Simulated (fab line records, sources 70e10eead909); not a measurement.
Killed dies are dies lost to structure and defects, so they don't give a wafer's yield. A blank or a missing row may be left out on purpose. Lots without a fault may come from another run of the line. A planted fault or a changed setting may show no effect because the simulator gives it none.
Which tool did it? | flow nand_harc | 24 lots, 72 wafers sampled, at 4 steps of a route of 1302

WHAT THE GAUGES READ, wafer by wafer
NHARC_A_SLIT_INSPECT_11.
lot  | measured     | on                | raw_defect_count
L074 | day 18 20:55 | defect_inspect-01 | 119 113 111
L076 | day 20 05:07 | defect_inspect-02 | 110 96 113
L075 | day 20 04:49 | defect_inspect-01 | 19 19 21
L077 | day 20 08:41 | defect_inspect-02 | 12 26 18
L078 | day 21 06:11 | defect_inspect-01 | 26 26 19
L079 | day 21 08:35 | defect_inspect-01 | 45 26 32
L080 | day 22 01:48 | defect_inspect-01 | 64 52 53
L082 | day 22 15:40 | defect_inspect-01 | 67 74 54
L081 | day 22 15:31 | defect_inspect-01 | 71 66 70
L083 | day 23 04:55 | defect_inspect-02 | 29 23 41
L085 | day 23 23:05 | defect_inspect-02 | 44 35 37
L084 | day 23 23:14 | defect_inspect-01 | 73 67 68
L086 | day 24 04:23 | defect_inspect-01 | 86 88 79
L089 | day 25 12:23 | defect_inspect-01 | 47 63 65
L088 | day 25 11:23 | defect_inspect-01 | 63 57 63
L087 | day 25 12:36 | defect_inspect-02 | 48 63 50
L090 | day 26 00:11 | defect_inspect-02 | 27 22 20
L091 | day 26 00:02 | defect_inspect-02 | 104 85 92
L092 | day 27 06:13 | defect_inspect-02 | 89 130 100
L093 | day 27 10:41 | defect_inspect-01 | 76 60 62
L095 | day 27 22:51 | defect_inspect-02 | 71 83 81
L094 | day 27 22:42 | defect_inspect-02 | 27 27 31
L096 | day 28 18:16 | defect_inspect-01 | 55 57 62
L097 | day 29 06:23 | defect_inspect-01 | 70 68 58

WHICH TOOL RAN EACH LOT (tool, then ch and the chambers of the sampled wafers, then the start)
lot  | NHARC_A_STAIRCASE_DEP_322       | NHARC_A_SGD_CUT_DEP_00          | NHARC_A_SGD_CUT_STRIP_17
L074 | pecvd-04 ch 0,1,2, day 17 06:05 | pecvd-03 ch 0,1,2, day 18 07:58 | rie_diel-11 ch 0,1,2, day 18 20:55 or earlier
L076 | pecvd-01 ch 0,1,2, day 18 10:39 | pecvd-02 ch 0,2, day 19 13:57   | rie_diel-03 ch 0,2,3, day 20 05:07 or earlier
L075 | pecvd-03 ch 0,2, day 18 10:44   | pecvd-03 ch 1,2, day 19 13:50   | rie_diel-11 ch 1,3, day 20 04:49 or earlier
L077 | pecvd-03 ch 1,2, day 18 17:56   | pecvd-03 ch 0,2, day 19 19:56   | rie_diel-02 ch 0,1,3, day 20 08:41 or earlier
L078 | pecvd-04 ch 0,1,2, day 19 15:33 | pecvd-02 ch 0,1,2, day 20 17:37 | rie_diel-11 ch 0,1,3, day 21 06:11 or earlier
L079 | pecvd-01 ch 0,1, day 19 20:56   | pecvd-04 ch 0,2, day 20 17:11   | rie_diel-11 ch 0,3, day 21 08:35 or earlier
L080 | pecvd-01 ch 0,1,2, day 20 12:51 | pecvd-04 ch 0,1, day 21 12:45   | rie_diel-03 ch 0,1,3, day 22 01:48 or earlier
L082 | pecvd-04 ch 1,2, day 20 23:52   | pecvd-02 ch 0,1,2, day 22 00:56 | rie_diel-11 ch 0,1,2, day 22 15:40 or earlier
L081 | pecvd-01 ch 0,1,2, day 20 23:53 | pecvd-04 ch 0,2, day 22 00:50   | rie_diel-02 ch 0,1, day 22 15:31 or earlier
L083 | pecvd-03 ch 0,1,2, day 21 14:45 | pecvd-02 ch 0,1, day 22 15:31   | rie_diel-02 ch 0,1,3, day 23 04:55 or earlier
L085 | pecvd-04 ch 0,1,2, day 22 03:47 | pecvd-03 ch 0,1,2, day 23 10:01 | rie_diel-02 ch 0,2, day 23 23:05 or earlier
L084 | pecvd-01 ch 1,2, day 22 12:08   | pecvd-03 ch 1,2, day 23 12:25   | rie_diel-02 ch 1,3, day 23 23:14 or earlier
L086 | pecvd-03 ch 1,2, day 22 12:09   | pecvd-02 ch 0,1,2, day 23 15:16 | rie_diel-03 ch 0,2, day 24 04:23 or earlier
L089 | pecvd-01 ch 0,1, day 24 00:22   | pecvd-03 ch 0,2, day 24 23:01   | rie_diel-11 ch 0,2,3, day 25 12:23 or earlier
L088 | pecvd-04 ch 0,1, day 24 00:33   | pecvd-02 ch 0,1, day 24 23:07   | rie_diel-03 ch 0,2,3, day 25 11:23 or earlier
L087 | pecvd-04 ch 0,1,2, day 24 00:55 | pecvd-02 ch 0,2, day 25 00:08   | rie_diel-11 ch 2,3, day 25 12:36 or earlier
L090 | pecvd-01 ch 0,1, day 24 12:13   | pecvd-02 ch 0,2, day 25 11:44   | rie_diel-03 ch 0,2,3, day 26 00:11 or earlier
L091 | pecvd-04 ch 0,1, day 24 12:18   | pecvd-04 ch 0,1,2, day 25 11:52 | rie_diel-11 ch 0,2,3, day 26 00:02 or earlier
L092 | pecvd-04 ch 0,1,2, day 25 14:28 | pecvd-02 ch 1,2, day 26 17:14   | rie_diel-03 ch 0,1, day 27 06:13 or earlier
L093 | pecvd-04 ch 0,2, day 25 22:22   | pecvd-03 ch 0,1,2, day 26 22:16 | rie_diel-11 ch 0,1,3, day 27 10:41 or earlier
L095 | pecvd-01 ch 0,1, day 26 07:55   | pecvd-02 ch 0,2, day 27 10:37   | rie_diel-11 ch 1,2, day 27 22:51 or earlier
L094 | pecvd-04 ch 0,1, day 26 07:55   | pecvd-02 ch 0,1,2, day 27 10:26 | rie_diel-02 ch 0,1,2, day 27 22:42 or earlier
L096 | pecvd-04 ch 0,2, day 27 05:14   | pecvd-03 ch 0,1, day 28 05:32   | rie_diel-02 ch 0,3, day 28 18:16 or earlier
L097 | pecvd-01 ch 0,1, day 27 14:14   | pecvd-04 ch 0,2, day 28 17:26   | rie_diel-11 ch 1,2,3, day 29 06:23 or earlier
- NHARC_A_STAIRCASE_DEP_322: deposits SiO2, target thk 7200 nm.
- NHARC_A_SGD_CUT_DEP_00: deposits SiNx, target thk 50 nm.
- NHARC_A_SGD_CUT_STRIP_17: strips in O2.

WHAT THE TOOLS THEMSELVES READ (means of the sampled wafers that have a number; where no wafer has one, the mark that the record gives instead)
NHARC_A_STAIRCASE_DEP_322.
lot  | tool     | heater_power_w (W)
L074 | pecvd-04 | 674
L076 | pecvd-01 | 639
L075 | pecvd-03 | 615
L077 | pecvd-03 | 679
L078 | pecvd-04 | 734
L079 | pecvd-01 | 604
L080 | pecvd-01 | 604
L082 | pecvd-04 | 687
L081 | pecvd-01 | 610
L083 | pecvd-03 | 645
L085 | pecvd-04 | 680
L084 | pecvd-01 | 697
L086 | pecvd-03 | 676
L089 | pecvd-01 | 595
L088 | pecvd-04 | 718
L087 | pecvd-04 | 696
L090 | pecvd-01 | 604
L091 | pecvd-04 | 693
L092 | pecvd-04 | 685
L093 | pecvd-04 | 637
L095 | pecvd-01 | 651
L094 | pecvd-04 | 768
L096 | pecvd-04 | 691
L097 | pecvd-01 | 599

NHARC_A_SGD_CUT_DEP_00.
lot  | tool     | heater_power_w (W)
L074 | pecvd-03 | 702
L076 | pecvd-02 | 609
L075 | pecvd-03 | 703
L077 | pecvd-03 | 719
L078 | pecvd-02 | 722
L079 | pecvd-04 | 693
L080 | pecvd-04 | 827
L082 | pecvd-02 | 740
L081 | pecvd-04 | 705
L083 | pecvd-02 | 791
L085 | pecvd-03 | 657
L084 | pecvd-03 | 695
L086 | pecvd-02 | 748
L089 | pecvd-03 | 601
L088 | pecvd-02 | 810
L087 | pecvd-02 | 627
L090 | pecvd-02 | 673
L091 | pecvd-04 | 786
L092 | pecvd-02 | 781
L093 | pecvd-03 | 678
L095 | pecvd-02 | 664
L094 | pecvd-02 | 692
L096 | pecvd-03 | 569
L097 | pecvd-04 | 744

NHARC_A_SGD_CUT_STRIP_17.
lot  | tool        | drypump_motor_current_A (A) | oes_product_au (a.u.) | rf_vpp_V (V) | showerhead_plenum_p_Torr (Torr) | throttle_valve_pct (%)
L074 | rie_diel-11 | 5.8                         | 0.991                 | 57.4         | 3.52                            | 17.032
L076 | rie_diel-03 | 5.7                         | 1.004                 | 57.5         | 3.57                            | 17.038
L075 | rie_diel-11 | 5.8                         | 0.999                 | 58.0         | 3.58                            | 17.032
L077 | rie_diel-02 | 5.4                         | 1.006                 | 57.3         | 3.52                            | 17.032
L078 | rie_diel-11 | 5.7                         | 1.006                 | 57.8         | 3.52                            | 17.032
L079 | rie_diel-11 | 5.5                         | 0.996                 | 57.8         | 3.55                            | 17.036
L080 | rie_diel-03 | 5.6                         | 1.003                 | 57.4         | 3.57                            | 17.034
L082 | rie_diel-11 | 5.9                         | 1.003                 | 57.1         | 3.51                            | 17.031
L081 | rie_diel-02 | 5.7                         | 1.001                 | 57.7         | 3.50                            | 17.042
L083 | rie_diel-02 | 5.4                         | 1.010                 | 58.0         | 3.52                            | 17.039
L085 | rie_diel-02 | 5.9                         | 0.988                 | 57.7         | 3.53                            | 17.042
L084 | rie_diel-02 | 5.3                         | 1.015                 | 57.2         | 3.59                            | 17.043
L086 | rie_diel-03 | 6.0                         | 1.002                 | 57.8         | 3.60                            | 17.041
L089 | rie_diel-11 | 5.6                         | 0.997                 | 58.3         | 3.53                            | 17.044
L088 | rie_diel-03 | 5.8                         | 0.999                 | 58.7         | 3.56                            | 17.049
L087 | rie_diel-11 | 5.7                         | 0.996                 | 57.1         | 3.60                            | 17.033
L090 | rie_diel-03 | 5.8                         | 1.007                 | 58.1         | 3.56                            | 17.033
L091 | rie_diel-11 | 5.6                         | 1.000                 | 57.4         | 3.53                            | 17.044
L092 | rie_diel-03 | 5.5                         | 1.000                 | 58.5         | 3.58                            | 17.041
L093 | rie_diel-11 | 5.7                         | 1.003                 | 56.6         | 3.51                            | 17.049
L095 | rie_diel-11 | 6.1                         | 0.985                 | 57.7         | 3.57                            | 17.043
L094 | rie_diel-02 | 5.7                         | 0.996                 | 57.0         | 3.55                            | 17.039
L096 | rie_diel-02 | 5.5                         | 1.014                 | 56.7         | 3.45                            | 17.040
L097 | rie_diel-11 | 6.0                         | 0.991                 | 57.5         | 3.57                            | 17.041

THE ANSWER, worked out from the rows above alone
Rule: what is usual is taken from the lots themselves. Put in order of their means at a reading, lots are off if they are a third of the lots or fewer, leave a main group of 4 or more, and stand apart from it by a gap of 3 or more times the standard deviation of the main group's means; of several such gaps the widest counts. A main group whose means are all the same, to the digits that the tables above print for the reading, isn't used. A lot without any number at a reading at which 4 lots or more have one is off too. The other lots that the step has rows for count as sound. The gauges are gone through in route order, then the tools' own readings, and for those a lot's mean is taken as printed above. The first step at which some lot is off is used, and at that step the reading that is off furthest; a lot without a number counts as furthest.
No lot is off at any reading shown: from this, nothing can be told.

WHAT THE SIMULATOR HAD PUT IN
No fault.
